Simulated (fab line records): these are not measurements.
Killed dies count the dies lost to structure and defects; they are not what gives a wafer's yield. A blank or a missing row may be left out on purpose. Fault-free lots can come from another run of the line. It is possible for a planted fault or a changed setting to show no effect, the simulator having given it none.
fab line records ; flow n5_finfet
record: lots: 7; wafers: 39
route steps=1938 shown FIN_SAQP@130 DUMMY_GATE@246 BEOL_M0_SAQP@636 BEOL_M1@800 BEOL_M3@980 BEOL_M6@1253
start_h: the number of hours between the record's first day and the start of the first shown wafer of the lot ; wait_h: hours elapsed since this lot's preceding step ; " unchanged from the row above ; L1.1+2: several wafers, shown together as one row ; - value missing, or start not given ; * or withheld: withheld ; < > ~ a bound
route shown NAME@n: a module of which the file shows steps, and the number in the route of the first ; usual: mean and standard deviation over wafers with no fault ; same: alike in all rows ; chamber/n: place in a boat ; sites: readings site by site ; _std_site: the standard deviation of these ; _edge_site: outer sites' mean less inner sites' ; radius_mm: how far each site lies from the wafer's centre ; mask NAME#n: copy n ; behind: tool/chamber where the wafer was last shaped ; hold: what put the lot on hold/how long, in hours/how the hold closed ; device: names the non-switching transistor (n, p or np) ; end of line: tests run on the same wafers once the route is complete ; where a step has no rows: the recipe by itself ; killed: count of dies lost to structure and defects at first sort (not the wafer's yield) ; map: dies across one wafer; x = killed, . = not, _ = none there
set.NAME: the setting the step ran with; set.NAME@STEP: the setting that earlier step ran with ; model.NAME: the simulator's own value behind a step, which no gauge read
lots run with intentionally changed settings; tables by step, rows by wafer
== steps ==
step: N5_FIN_SAQP_ETCH_65
recipe: chemistry: CF4; target: SiO2; target_depth_a: 40; ion_energy_ev: 350; time_s: 4.4; pressure_mtorr: 10; icp_w: 800; bias_w: 400; cf4_flow_sccm: 80
lot.wafer;tool;chamber;start_h;wait_h;set.time_s;model.etch.depth_nm
L076.1;rie_si-01;1;37.44;0.1;4.4;3.971
L076.2;rie_si-01;3;37.44;0.1;4.4;3.826
L076.3;rie_si-01;0;37.44;0.1;4.4;3.823
L076.4;rie_si-01;2;37.44;0.1;4.4;4.093
L076.5;rie_si-01;2;37.44;0.1;4.4;4.087
L076.6;rie_si-01;3;37.44;0.1;4.4;3.863
L077.1;rie_si-02;2;44.29;0.1;4.4;4.071
L077.2;rie_si-02;0;44.29;0.1;4.4;4.06
L077.6;rie_si-02;1;44.29;0.1;4.4;3.982
L081.1;rie_si-02;3;65.69;0.1;6.969;6.307
L081.2;rie_si-02;0;65.69;0.1;6.969;6.378
L081.3;rie_si-02;2;65.69;0.1;4.4;4.047
L081.4;rie_si-02;1;65.69;0.1;6.969;6.299
L081.5;rie_si-02;0;65.69;0.1;4.4;4.012
L081.6;rie_si-02;3;65.69;0.1;4.4;3.973
L084.1;rie_si-04;2;85.39;0.1;2.147;1.945
L084.2;rie_si-04;0;85.39;0.1;2.147;1.946
L084.3;rie_si-04;3;85.39;0.1;4.4;4.013
L084.4;rie_si-04;1;85.39;0.1;2.147;1.923
L084.5;rie_si-04;2;85.39;0.1;4.4;3.954
L084.6;rie_si-04;1;85.39;0.1;4.4;3.938
L088.1;rie_si-01;3;107.59;0.1;4.4;3.905
L088.2;rie_si-01;1;107.59;0.1;4.4;4
L088.3;rie_si-01;0;107.59;0.1;3.326;2.937
L088.4;rie_si-01;2;107.59;0.1;4.4;4.113
L088.5;rie_si-01;2;107.59;0.1;3.326;3.103
L088.6;rie_si-01;1;107.59;0.1;3.326;3.018
L093.1;rie_si-04;3;139.58;0.1;4.4;4.038
L093.2;rie_si-04;2;139.58;0.1;4.4;4.058
L093.3;rie_si-04;0;139.58;0.1;4.4;4.073
L093.4;rie_si-04;1;139.58;0.1;4.4;4.026
L093.5;rie_si-04;3;139.58;0.1;4.4;4.049
L093.6;rie_si-04;2;139.58;0.1;4.4;4.047
L095.1;rie_si-01;3;150.04;0.1;4.4;3.863
L095.2;rie_si-01;2;150.04;0.1;4.4;4.08
L095.3;rie_si-01;1;150.04;0.1;5.621;5.089
L095.4;rie_si-01;0;150.04;0.1;4.4;3.89
L095.5;rie_si-01;2;150.04;0.1;5.621;5.201
L095.6;rie_si-01;3;150.04;0.1;5.621;4.874
step: N5_DUMMY_GATE_ETCH_32
recipe: chemistry: CF4; target: SiO2; target_depth_a: 35; time_s: 3.9; ion_energy_ev: 350; pressure_mtorr: 10; icp_w: 800; bias_w: 400; cf4_flow_sccm: 80
lot.wafer;tool;chamber;start_h;wait_h;set.time_s;model.etch.depth_nm
L076.1;rie_si-05;1;59.69;0.1;3.9;3.591
L076.2;rie_si-05;3;59.69;0.1;3.9;3.549
L076.3;rie_si-05;2;59.69;0.1;3.9;3.445
L076.4;rie_si-05;0;59.69;0.1;3.9;3.364
L076.5;rie_si-05;1;59.69;0.1;3.9;3.531
L076.6;rie_si-05;0;59.69;0.1;3.9;3.385
L077.1;rie_si-06;3;66.49;0.1;3.9;3.475
L077.2;rie_si-06;1;66.49;0.1;3.9;3.356
L077.6;rie_si-06;3;66.49;0.1;3.9;3.464
L081.1;rie_si-05;3;87.66;0.1;1.71;1.551
L081.2;rie_si-05;1;87.66;0.1;1.71;1.553
L081.3;rie_si-05;2;87.66;0.1;1.71;1.49
L081.4;rie_si-05;0;87.66;0.1;3.9;3.354
L081.5;rie_si-05;3;87.66;0.1;3.9;3.538
L081.6;rie_si-05;0;87.66;0.1;3.9;3.395
L084.1;rie_si-05;2;109.39;0.1;3.9;3.451
L084.2;rie_si-05;1;109.39;0.1;3.9;3.538
L084.3;rie_si-05;0;109.39;0.1;3.9;3.363
L084.4;rie_si-05;3;109.39;0.1;3.9;3.517
L084.5;rie_si-05;3;109.39;0.1;3.9;3.549
L084.6;rie_si-05;2;109.39;0.1;3.9;3.429
L088.1;rie_si-03;1;129.71;0.1;5.131;4.588
L088.2;rie_si-03;2;129.71;0.1;3.9;3.517
L088.3;rie_si-03;3;129.71;0.1;5.131;4.693
L088.4;rie_si-03;0;129.71;0.1;3.9;3.467
L088.5;rie_si-03;1;129.71;0.1;5.131;4.656
L088.6;rie_si-03;0;129.71;0.1;3.9;3.45
L093.1;rie_si-05;3;162.42;0.1;2.161;1.958
L093.2;rie_si-05;2;162.42;0.1;3.9;3.465
L093.3;rie_si-05;1;162.42;0.1;2.161;1.975
L093.4;rie_si-05;0;162.42;0.1;2.161;1.877
L093.5;rie_si-05;1;162.42;0.1;3.9;3.571
L093.6;rie_si-05;2;162.42;0.1;3.9;3.44
L095.1;rie_si-05;2;172.19;0.1;5.479;4.759
L095.2;rie_si-05;3;172.19;0.1;3.9;3.529
L095.3;rie_si-05;1;172.19;0.1;5.479;4.976
L095.4;rie_si-05;0;172.19;0.1;3.9;3.387
L095.5;rie_si-05;0;172.19;0.1;3.9;3.364
L095.6;rie_si-05;3;172.19;0.1;5.479;4.92
step: N5_BEOL_M0_SAQP_PECVD_96
recipe: material: a-Si; target_thk_a: 450; temp_c: 350; precursor: SiH4/He; pressure_torr: 3; rf_w: 100; time_s: 45.2
lot.wafer;tool;chamber;start_h;wait_h;set.time_s;model.a-Si_of_BEOL_M0_SAQP_PECVD_96.thk_nm
L076.1;pecvd-02;0;118.72;0.0;45.2;45
L076.2+3;pecvd-02;2,1;118.72;0.0;45.2;45.2
L076.4;pecvd-02;0;118.72;0.0;45.2;46
L076.5+6;pecvd-02;2,1;118.72;0.0;45.2;46.2
L077.1;pecvd-02;0;122.97;0.0;45.2;44.8
L077.2;pecvd-02;1;122.97;0.0;45.2;44.6
L077.6;pecvd-02;0;122.97;0.0;45.2;45.6
L081.1;pecvd-03;0;147.35;0.0;45.2;44.8
L081.2;pecvd-03;1;147.35;0.0;45.2;45.4
L081.3;pecvd-03;0;147.35;0.0;28.94;28.8
L081.4;pecvd-03;1;147.35;0.0;28.94;29.6
L081.5;pecvd-03;0;147.35;0.0;45.2;45
L081.6;pecvd-03;1;147.35;0.0;28.94;29.4
L084.1;pecvd-03;1;166.41;0.0;60.01;59.8
L084.2;pecvd-03;2;166.41;0.0;45.2;45
L084.3;pecvd-03;0;166.41;0.0;60.01;60.2
L084.4;pecvd-03;1;166.41;0.0;60.01;60.8
L084.5;pecvd-03;0;166.41;0.0;45.2;46.2
L084.6;pecvd-03;2;166.41;0.0;45.2;46
L088.1;pecvd-01;2;188.91;0.0;45.2;44.2
L088.2+6;pecvd-01;0;188.91;0.0;25.79;26
L088.3;pecvd-01;1;188.91;0.0;45.2;44.4
L088.4;pecvd-01;2;188.91;0.0;45.2;45
L088.5;pecvd-01;1;188.91;0.0;25.79;25.6
L093.1;pecvd-02;0;217.76;0.0;45.2;45
L093.2+3;pecvd-02;2,1;217.76;0.0;45.2;44.6
L093.4;pecvd-02;2;217.76;0.0;45.2;45.2
L093.5;pecvd-02;0;217.76;0.0;45.2;46.2
L093.6;pecvd-02;1;217.76;0.0;45.2;45.4
L095.1;pecvd-01;2;235.64;0.0;45.2;44.2
L095.2;pecvd-01;1;235.64;0.0;45.2;44.4
L095.3+5;pecvd-01;0,2;235.64;0.0;45.2;44.8
L095.4+6;pecvd-01;1,0;235.64;0.0;45.2;45.4
step: N5_BEOL_M0_SAQP_PECVD_97
recipe: material: SiNx; target_thk_a: 230; temp_c: 350; precursor: SiH4/NH3/N2; pressure_torr: 1.5; rf_w: 300; time_s: 19.9
step: N5_BEOL_M0_SAQP_PECVD_04
recipe: material: a-Si; target_thk_a: 600; temp_c: 350; precursor: SiH4/He; pressure_torr: 3; rf_w: 100; time_s: 60.2
step: N5_BEOL_M0_SAQP_ETCH_101
recipe: chemistry: CH3F/O2; target: SiNx; mask_material: SiO2; target_depth_a: 299; time_s: 42.7; pressure_mtorr: 30; source_w: 395; bias_w: 73; Ar_flow_sccm: 150; CH3F_flow_sccm: 30; O2_flow_sccm: 20; ion_energy_ev: 120
step: N5_BEOL_M0_SAQP_ETCH_102
recipe: chemistry: CF4; target: SiO2; target_depth_a: 40; ion_energy_ev: 350; time_s: 4.4; pressure_mtorr: 10; icp_w: 800; bias_w: 400; cf4_flow_sccm: 80
step: N5_BEOL_M0_SAQP_MANDREL_ETCH_103
recipe: chemistry: HBr/Cl2; target: a-Si; target_depth_a: 450; bt_time_s: 10; stop_on: SiCN; mask_material: SiO2; over_etch_frac: 0.8; time_s: 27; pressure_mtorr: 10; icp_w: 800; bias_w: 75; HBr_flow_sccm: 150; Cl2_flow_sccm: 80; ends: end_point
usual: oes_product_au: 0.679/0.0097
lot.wafer;tool;chamber;start_h;wait_h;set.time_s@BEOL_M0_SAQP_PECVD_96;oes_product_au;model.etch.depth_nm
L076.1;rie_si-05;2;121.22;0.0;45.2;0.680;45.08
L076.2;rie_si-05;0;121.22;0.0;45.2;0.670;45.16
L076.3;rie_si-05;1;121.22;0.0;45.2;0.663;45.24
L076.4;rie_si-05;3;121.22;0.0;45.2;0.689;46.1
L076.5;rie_si-05;1;121.22;0.0;45.2;0.673;46.15
L076.6;rie_si-05;0;121.22;0.0;45.2;0.683;46.14
L077.1;rie_si-03;1;126.01;0.0;45.2;0.680;44.89
L077.2;rie_si-03;3;126.01;0.0;45.2;0.679;44.66
L077.6;rie_si-03;0;126.01;0.0;45.2;0.674;45.61
L081.1;rie_si-06;2;151.32;0.0;45.2;0.679;44.89
L081.2;rie_si-06;1;151.32;0.0;45.2;0.683;45.32
L081.3;rie_si-06;3;151.32;0.0;28.94;0.539;28.76
L081.4;rie_si-06;0;151.32;0.0;28.94;0.547;29.69
L081.5;rie_si-06;3;151.32;0.0;45.2;0.692;45.05
L081.6;rie_si-06;2;151.32;0.0;28.94;0.543;29.48
L084.1;rie_si-05;1;169.33;0.0;60.01;0.800;59.78
L084.2;rie_si-05;0;169.33;0.0;45.2;0.670;44.94
L084.3;rie_si-05;2;169.33;0.0;60.01;0.830;60.15
L084.4;rie_si-05;3;169.33;0.0;60.01;0.828;60.9
L084.5;rie_si-05;0;169.33;0.0;45.2;0.689;46.28
L084.6;rie_si-05;1;169.33;0.0;45.2;0.670;46.09
L088.1;rie_si-05;3;191.50;0.0;45.2;0.675;44.21
L088.2;rie_si-05;1;191.50;0.0;25.79;0.496;25.99
L088.3;rie_si-05;2;191.50;0.0;45.2;0.681;44.44
L088.4;rie_si-05;0;191.50;0.0;45.2;0.676;45.1
L088.5;rie_si-05;1;191.50;0.0;25.79;0.500;25.65
L088.6;rie_si-05;0;191.50;0.0;25.79;0.511;26.01
L093.1;rie_si-06;3;221.12;0.0;45.2;0.686;45
L093.2;rie_si-06;2;221.12;0.0;45.2;0.679;44.67
L093.3;rie_si-06;0;221.12;0.0;45.2;0.675;44.59
L093.4;rie_si-06;1;221.12;0.0;45.2;0.681;45.24
L093.5;rie_si-06;3;221.12;0.0;45.2;0.680;46.16
L093.6;rie_si-06;2;221.12;0.0;45.2;0.695;45.33
L095.1;rie_si-03;0;238.49;0.0;45.2;0.657;44.28
L095.2;rie_si-03;3;238.49;0.0;45.2;0.677;44.43
L095.3;rie_si-03;2;238.49;0.0;45.2;0.664;44.7
L095.4;rie_si-03;1;238.49;0.0;45.2;0.693;45.38
L095.5;rie_si-03;2;238.49;0.0;45.2;0.666;44.81
L095.6;rie_si-03;1;238.49;0.0;45.2;0.686;45.36
step: N5_BEOL_M1_TRENCH_ETCH_37
recipe: chemistry: C4F6/O2; target_depth_a: 552.07; target: SiOC; time_s: 29; ion_energy_ev: 250; pressure_mtorr: 30; source_w: 355; bias_w: 185; Ar_flow_sccm: 300; C4F6_flow_sccm: 10; O2_flow_sccm: 10
lot.wafer;tool;chamber;start_h;wait_h;set.target_depth_a;model.etch.depth_nm;model.BEOL_M1.feature_depth_nm;model.TiN_of_BEOL_M1_HM_DEP_02.thk_nm
L076.1;rie_diel-04;2;-;-;850.5;83.38;83.4;16.6
L076.2;rie_diel-04;0;-;-;552.07;56.6;56.6;17.6
L076.3;rie_diel-04;1;-;-;850.5;87.99;88;16.2
L076.4;rie_diel-04;3;-;-;552.07;56.07;56;17.8
L076.5;rie_diel-04;3;-;-;850.5;86.86;86.8;16.6
L076.6;rie_diel-04;2;-;-;552.07;54.1;54.2;17.8
L077.1;rie_diel-02;0;-;-;552.07;55.79;55.8;17.8
L077.2;rie_diel-02;1;-;-;552.07;55.84;55.8;17.4
L077.6;rie_diel-02;3;-;-;552.07;55.45;55.4;17.4
L081.1;rie_diel-02;3;-;-;857.2;86.68;86.6;16.4
L081.2;rie_diel-02;0;-;-;552.07;55.3;55.2;17.6
L081.3;rie_diel-02;2;-;-;552.07;53.94;54;17.8
L081.4;rie_diel-02;1;-;-;857.2;87.6;87.6;16.2
L081.5;rie_diel-02;0;-;-;857.2;86.38;86.4;16.2
L081.6;rie_diel-02;3;-;-;552.07;55.84;55.8;17.6
L084.1;rie_diel-02;1;-;-;718.3;72.98;73;17
L084.2;rie_diel-02;0;-;-;718.3;71.79;71.8;16.8
L084.3;rie_diel-02;3;-;-;718.3;71.74;71.8;17
L084.4;rie_diel-02;0;-;-;552.07;54.97;55;17.8
L084.5;rie_diel-02;1;-;-;552.07;55.83;55.8;17.6
L084.6;rie_diel-02;3;-;-;552.07;55.49;55.4;17.8
L088.1;rie_diel-06;1;-;-;704.6;67.89;67.8;17
L088.2;rie_diel-06;0;-;-;704.6;72.03;72;16.4
L088.3;rie_diel-06;2;-;-;704.6;70.22;70.2;16.8
L088.4;rie_diel-06;3;-;-;552.07;53.18;53.2;17.4
L088.5;rie_diel-06;2;-;-;552.07;55.33;55.4;17.4
L088.6;rie_diel-06;1;-;-;552.07;53.31;53.4;17.4
L093.1;rie_diel-02;1;-;-;552.07;55.72;55.8;17.4
L093.2;rie_diel-02;0;-;-;784.6;78.88;78.8;16.2
L093.3;rie_diel-02;2;-;-;784.6;76.09;76;16.6
L093.4;rie_diel-02;3;-;-;784.6;79.28;79.2;16.4
L093.5;rie_diel-02;2;-;-;552.07;52.56;52.6;17.2
L093.6;rie_diel-02;1;-;-;552.07;55.8;55.8;17.6
L095.1;rie_diel-02;3;-;-;552.07;55.18;55.2;17.6
L095.2;rie_diel-02;2;-;-;552.07;53.06;53;17.6
L095.3;rie_diel-02;0;-;-;552.07;54.51;54.6;17.6
L095.4;rie_diel-02;1;-;-;552.07;55.12;55.2;17.4
L095.5;rie_diel-02;0;-;-;552.07;55.1;55;17.6
L095.6;rie_diel-02;1;-;-;552.07;55.39;55.4;17.6
step: N5_BEOL_M1_ETCH_41
recipe: chemistry: CH3F/O2; target: SiCN; target_depth_a: 319; taper_deg: 2; time_s: 57.8; ion_energy_ev: 120; mask_material: TiN; pressure_mtorr: 30; source_w: 395; bias_w: 75; Ar_flow_sccm: 150; CH3F_flow_sccm: 30; O2_flow_sccm: 20
step: N5_BEOL_M1_STRIP_97
recipe: chemistry: N2/H2; time_s: 10; power_w: 450; temp_c: 40; pressure_mtorr: 20; rf_frequency_hz: 6e+07; bias_power_w: 7; n2_flow_sccm: 200; h2_flow_sccm: 200
step: N5_BEOL_M1_OCD_MEAS_38
usual: trench_depth_nm: 55.1/1.3
lot.wafer;tool;chamber;start_h;wait_h;set.target_depth_a@BEOL_M1_TRENCH_ETCH_37;trench_depth_nm
L076.1;ocd-02;-;147.60;-;850.5;82.9
L076.2;ocd-02;-;147.60;-;552.07;56.7
L076.3;ocd-02;-;147.60;-;850.5;88.0
L076.4;ocd-02;-;147.60;-;552.07;56.1
L076.5;ocd-02;-;147.60;-;850.5;87.0
L076.6;ocd-02;-;147.60;-;552.07;54.1
L077.1;ocd-01;-;150.61;-;552.07;55.7
L077.2;ocd-01;-;150.61;-;552.07;56.0
L077.6;ocd-01;-;150.61;-;552.07;55.5
L081.1;ocd-01;-;177.32;-;857.2;86.7
L081.2;ocd-01;-;177.32;-;552.07;55.1
L081.3;ocd-01;-;177.32;-;552.07;54.1
L081.4;ocd-01;-;177.32;-;857.2;87.4
L081.5;ocd-01;-;177.32;-;857.2;86.6
L081.6;ocd-01;-;177.32;-;552.07;55.9
L084.1;ocd-01;-;193.40;-;718.3;73.0
L084.2;ocd-01;-;193.40;-;718.3;72.1
L084.3;ocd-01;-;193.40;-;718.3;71.7
L084.4;ocd-01;-;193.40;-;552.07;54.6
L084.5;ocd-01;-;193.40;-;552.07;55.6
L084.6;ocd-01;-;193.40;-;552.07;55.4
L088.1;ocd-02;-;208.66;-;704.6;67.7
L088.2;ocd-02;-;208.66;-;704.6;72.5
L088.3;ocd-02;-;208.66;-;704.6;70.3
L088.4;ocd-02;-;208.66;-;552.07;53.1
L088.5;ocd-02;-;208.66;-;552.07;55.3
L088.6;ocd-02;-;208.66;-;552.07;53.2
L093.1;ocd-02;-;247.43;-;552.07;56.0
L093.2;ocd-02;-;247.43;-;784.6;79.3
L093.3;ocd-02;-;247.43;-;784.6;75.5
L093.4;ocd-02;-;247.43;-;784.6;79.2
L093.5;ocd-02;-;247.43;-;552.07;52.3
L093.6;ocd-02;-;247.43;-;552.07;55.5
L095.1;ocd-01;-;258.60;-;552.07;55.2
L095.2;ocd-01;-;258.60;-;552.07;53.3
L095.3;ocd-01;-;258.60;-;552.07;54.5
L095.4;ocd-01;-;258.60;-;552.07;55.4
L095.5;ocd-01;-;258.60;-;552.07;55.2
L095.6;ocd-01;-;258.60;-;552.07;54.9
step: N5_BEOL_M3_TRENCH_ETCH_37
recipe: chemistry: C4F6/O2; target_depth_a: 555.55; target: SiOC; time_s: 29.2; ion_energy_ev: 250; pressure_mtorr: 30; source_w: 355; bias_w: 185; Ar_flow_sccm: 300; C4F6_flow_sccm: 10; O2_flow_sccm: 10
lot.wafer;tool;chamber;start_h;wait_h;set.target_depth_a;model.BEOL_M3.feature_depth_nm;model.etch.depth_nm;model.TiN_of_BEOL_M3_HM_DEP_02.thk_nm
L076.1;rie_diel-04;3;-;-;555.55;56.2;56.16;17.6
L076.2;rie_diel-04;1;-;-;555.55;56.8;56.8;18
L076.3;rie_diel-04;0;-;-;674.6;68;67.96;17
L076.4;rie_diel-04;2;-;-;674.6;65.2;65.15;17.2
L076.5;rie_diel-04;2;-;-;674.6;65;65.01;17.4
L076.6;rie_diel-04;1;-;-;555.55;57;57.05;17.4
L077.1;rie_diel-06;0;-;-;555.55;57.2;57.17;17.6
L077.2;rie_diel-06;2;-;-;555.55;55.6;55.5;17.4
L077.6;rie_diel-06;2;-;-;555.55;55.8;55.81;17.6
L081.1;rie_diel-02;0;-;-;555.55;55.6;55.6;17.2
L081.2;rie_diel-02;2;-;-;863.1;83.4;83.5;16.2
L081.3;rie_diel-02;3;-;-;555.55;55.8;55.8;17.6
L081.4;rie_diel-02;1;-;-;863.1;87;87.08;15.8
L081.5;rie_diel-02;1;-;-;555.55;56.2;56.2;17.4
L081.6;rie_diel-02;0;-;-;863.1;86.2;86.21;16.4
L084.1;rie_diel-06;2;-;-;555.55;55.8;55.88;17.8
L084.2;rie_diel-06;1;-;-;779.4;75.8;75.84;17
L084.3;rie_diel-06;3;-;-;779.4;75.6;75.64;16.6
L084.4;rie_diel-06;0;-;-;555.55;57.6;57.63;17.4
L084.5;rie_diel-06;3;-;-;555.55;53.8;53.86;17.6
L084.6;rie_diel-06;0;-;-;779.4;80.8;80.71;16.6
L088.1;rie_diel-02;0;-;-;555.55;55.6;55.64;17.8
L088.2;rie_diel-02;3;-;-;261.7;26.6;26.56;18.8
L088.3;rie_diel-02;2;-;-;261.7;25.6;25.58;19
L088.4;rie_diel-02;1;-;-;555.55;56.8;56.8;17.4
L088.5;rie_diel-02;1;-;-;261.7;26.6;26.59;19.2
L088.6;rie_diel-02;2;-;-;555.55;53.6;53.52;17.6
L093.1;rie_diel-04;0;-;-;555.55;56.2;56.23;17.6
L093.2;rie_diel-04;1;-;-;555.55;56.8;56.85;17.6
L093.3;rie_diel-04;2;-;-;555.55;53.6;53.54;17.4
L093.4;rie_diel-04;3;-;-;555.55;56.2;56.26;17.6
L093.5;rie_diel-04;2;-;-;555.55;53.6;53.6;17.8
L093.6;rie_diel-04;3;-;-;555.55;56;55.93;17.8
L095.1;rie_diel-02;3;-;-;460.7;46.6;46.68;17.8
L095.2;rie_diel-02;1;-;-;555.55;55.2;55.28;17.4
L095.3;rie_diel-02;0;-;-;555.55;55.2;55.11;17.4
L095.4;rie_diel-02;2;-;-;555.55;52.8;52.75;17.8
L095.5;rie_diel-02;3;-;-;460.7;46.6;46.67;18
L095.6;rie_diel-02;2;-;-;460.7;44;44;18
step: N5_BEOL_M3_ETCH_41
recipe: chemistry: CH3F/O2; target: SiCN; target_depth_a: 299; taper_deg: 2; time_s: 52.5; ion_energy_ev: 120; mask_material: TiN; pressure_mtorr: 30; source_w: 395; bias_w: 75; Ar_flow_sccm: 150; CH3F_flow_sccm: 30; O2_flow_sccm: 20
step: N5_BEOL_M3_STRIP_97
recipe: chemistry: N2/H2; time_s: 10; power_w: 450; temp_c: 40; pressure_mtorr: 20; rf_frequency_hz: 6e+07; bias_power_w: 7; n2_flow_sccm: 200; h2_flow_sccm: 200
step: N5_BEOL_M3_OCD_MEAS_38
usual: trench_depth_nm: 55.3/1.3
lot.wafer;tool;chamber;start_h;wait_h;set.target_depth_a@BEOL_M3_TRENCH_ETCH_37;trench_depth_nm
L076.1;ocd-02;-;189.09;-;555.55;56.0
L076.2;ocd-02;-;189.09;-;555.55;57.4
L076.3;ocd-02;-;189.09;-;674.6;67.4
L076.4;ocd-02;-;189.09;-;674.6;65.4
L076.5;ocd-02;-;189.09;-;674.6;64.7
L076.6;ocd-02;-;189.09;-;555.55;57.0
L077.1;ocd-02;-;193.31;-;555.55;56.7
L077.2;ocd-02;-;193.31;-;555.55;55.6
L077.6;ocd-02;-;193.31;-;555.55;55.4
L081.1;ocd-02;-;216.66;-;555.55;55.4
L081.2;ocd-02;-;216.66;-;863.1;83.5
L081.3;ocd-02;-;216.66;-;555.55;56.2
L081.4;ocd-02;-;216.66;-;863.1;87.3
L081.5;ocd-02;-;216.66;-;555.55;56.4
L081.6;ocd-02;-;216.66;-;863.1;86.0
L084.1;ocd-01;-;235.37;-;555.55;55.7
L084.2;ocd-01;-;235.37;-;779.4;75.6
L084.3;ocd-01;-;235.37;-;779.4;75.9
L084.4;ocd-01;-;235.37;-;555.55;57.6
L084.5;ocd-01;-;235.37;-;555.55;53.5
L084.6;ocd-01;-;235.37;-;779.4;80.4
L088.1;ocd-01;-;258.12;-;555.55;55.8
L088.2;ocd-01;-;258.12;-;261.7;27.0
L088.3;ocd-01;-;258.12;-;261.7;25.9
L088.4;ocd-01;-;258.12;-;555.55;56.3
L088.5;ocd-01;-;258.12;-;261.7;26.8
L088.6;ocd-01;-;258.12;-;555.55;53.8
L093.1;ocd-01;-;291.01;-;555.55;56.8
L093.2;ocd-01;-;291.01;-;555.55;56.7
L093.3;ocd-01;-;291.01;-;555.55;53.9
L093.4;ocd-01;-;291.01;-;555.55;56.5
L093.5;ocd-01;-;291.01;-;555.55;53.8
L093.6;ocd-01;-;291.01;-;555.55;56.1
L095.1;ocd-01;-;304.42;-;460.7;46.9
L095.2;ocd-01;-;304.42;-;555.55;55.4
L095.3;ocd-01;-;304.42;-;555.55;54.8
L095.4;ocd-01;-;304.42;-;555.55;52.4
L095.5;ocd-01;-;304.42;-;460.7;46.3
L095.6;ocd-01;-;304.42;-;460.7;44.2
step: N5_BEOL_M6_CVD_78
recipe: material: Co; target_thk_a: 20; temp_c: withheld; precursor: CCTBA/H2; pressure_torr: 30; time_s: 142.3
lot.wafer;tool;chamber;start_h;wait_h;set.target_thk_a;model.Co_of_BEOL_M6_CVD_78.thk_nm
L076.1+2+4+6;cvd_co-01;2,0,2,0;228.66;0.1;20;2
L076.3+5;cvd_co-01;1;228.66;0.1;20;1.8
L077.1+2+6;cvd_co-01;1,2,1;240.28;0.3;20;2
L081.1+6;cvd_co-01;0,2;262.44;0.1;20;2
L081.2+4;cvd_co-01;2,1;262.44;0.1;31;3.2
L081.3;cvd_co-01;1;262.44;0.1;31;3
L081.5;cvd_co-01;0;262.44;0.1;20;1.8
L084.1;cvd_co-02;0;290.56;0.0;20;1.8
L084.2+3+4+5+6;cvd_co-02;2,1,2,0,1;290.56;0.0;20;2
L088.1;cvd_co-01;2;310.86;0.0;20;2.2
L088.2+4;cvd_co-01;0,1;310.86;0.0;28.39;2.8
L088.3;cvd_co-01;1;310.86;0.0;20;2
L088.5;cvd_co-01;0;310.86;0.0;20;1.8
L088.6;cvd_co-01;2;310.86;0.0;28.39;3
L093.1+2+4;cvd_co-02;2,0,0;341.13;0.3;20;2
L093.3+5+6;cvd_co-02;2,2,0;341.13;0.3;10.59;1.2
L095.1+2+3+4+6;cvd_co-01;2,0,1,2,0;343.40;0.0;20;2
L095.5;cvd_co-01;1;343.40;0.0;20;2.2
== key ==
split: step: N5_FIN_SAQP_ETCH_65; setting: time_s; stated: 4.4; by: wafer
response: step: N5_FIN_SAQP_ETCH_65; reading: model.etch.depth_nm; change: +0.0398; per: 1%; r: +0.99
split: step: N5_DUMMY_GATE_ETCH_32; setting: time_s; stated: 3.9; by: wafer
response: step: N5_DUMMY_GATE_ETCH_32; reading: model.etch.depth_nm; change: +0.035; per: 1%; r: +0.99
split: step: N5_BEOL_M0_SAQP_PECVD_96; setting: time_s; stated: 45.2; by: wafer
response: step: N5_BEOL_M0_SAQP_PECVD_96; reading: model.a-Si_of_BEOL_M0_SAQP_PECVD_96.thk_nm; change: +0.438; per: 1%; r: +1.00
response: step: N5_BEOL_M0_SAQP_MANDREL_ETCH_103; reading: oes_product_au; change: +0.0041; per: 1%; r: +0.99
response: step: N5_BEOL_M0_SAQP_MANDREL_ETCH_103; reading: model.etch.depth_nm; change: +0.438; per: 1%; r: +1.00
split: step: N5_BEOL_M1_TRENCH_ETCH_37; setting: target_depth_a; stated: 552.07; by: wafer
response: step: N5_BEOL_M1_TRENCH_ETCH_37; reading: model.etch.depth_nm; change: +0.567; per: 1%; r: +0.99
response: step: N5_BEOL_M1_TRENCH_ETCH_37; reading: model.BEOL_M1.feature_depth_nm; change: +0.566; per: 1%; r: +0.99
response: step: N5_BEOL_M1_TRENCH_ETCH_37; reading: model.TiN_of_BEOL_M1_HM_DEP_02.thk_nm; change: -0.0245; per: 1%; r: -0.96
response: step: N5_BEOL_M1_OCD_MEAS_38; reading: trench_depth_nm; change: +0.568; per: 1%; r: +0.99
split: step: N5_BEOL_M3_TRENCH_ETCH_37; setting: target_depth_a; stated: 555.55; by: wafer
response: step: N5_BEOL_M3_TRENCH_ETCH_37; reading: model.BEOL_M3.feature_depth_nm; change: +0.534; per: 1%; r: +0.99
response: step: N5_BEOL_M3_TRENCH_ETCH_37; reading: model.etch.depth_nm; change: +0.534; per: 1%; r: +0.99
response: step: N5_BEOL_M3_TRENCH_ETCH_37; reading: model.TiN_of_BEOL_M3_HM_DEP_02.thk_nm; change: -0.0238; per: 1%; r: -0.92
response: step: N5_BEOL_M3_OCD_MEAS_38; reading: trench_depth_nm; change: +0.53; per: 1%; r: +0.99
split: step: N5_BEOL_M6_CVD_78; setting: target_thk_a; stated: 20; by: wafer
response: step: N5_BEOL_M6_CVD_78; reading: model.Co_of_BEOL_M6_CVD_78.thk_nm; change: +0.02; per: 1%; r: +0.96
